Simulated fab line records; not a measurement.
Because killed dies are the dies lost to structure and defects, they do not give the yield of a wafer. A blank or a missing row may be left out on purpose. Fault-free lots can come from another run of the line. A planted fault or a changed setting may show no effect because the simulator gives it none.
Matching of chambers -- flow nand_harc -- NHARC_A_CHANNEL_FILL_D1_ETCHBACK_20 on rie_diel-09 has 4 sister chambers
The step etches the open film in C4F8/O2/Ar, target depth 27 nm, time 13.5 s. 4 wafers are shown with their chamber, then 9 later ones without.

EACH WAFER AND ITS CHAMBER
wafer,chamber,rf_vpp_V (V)
L082.6,3,976
L081.2,0,978
L085.2,2,988
L085.6,1,980

WAFERS MISSING THEIR CHAMBER
wafer,rf_vpp_V (V)
L088.1,975
L088.4,978
L088.5,976
L093.1,976
L093.5,977
L093.6,975
L092.1,975
L092.2,979
L092.4,979

WHICH CHAMBER EACH WENT THROUGH
wafer,from the rows above,in truth
L088.1,3,3
L088.4,0,0
L088.5,3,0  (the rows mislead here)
L093.1,3,3
L093.5,can't be placed: 0 or 3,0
L093.6,3,3
L092.1,3,3
L092.2,can't be placed: 0 or 1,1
L092.4,can't be placed: 0 or 1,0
5 of 9 placed correctly. Unplaceable from these rows: 3, with the true chamber sitting among the candidates in 3. Number placed wrongly: 1.
How it was worked out, from the rows above alone: a wafer's distance from a chamber is the root of the sum, over the readings, of the square of ((its reading less the chamber's mean) divided by the reading's scatter). The wafer belongs to the nearest chamber; if the next one is less than 2 further off, it can't be placed. The mean given for a chamber averages the wafers shown for that chamber. The scatter (one wafer shown for each chamber): square how far every hidden wafer sits from the nearest shown wafer, average those squares and take the square root.
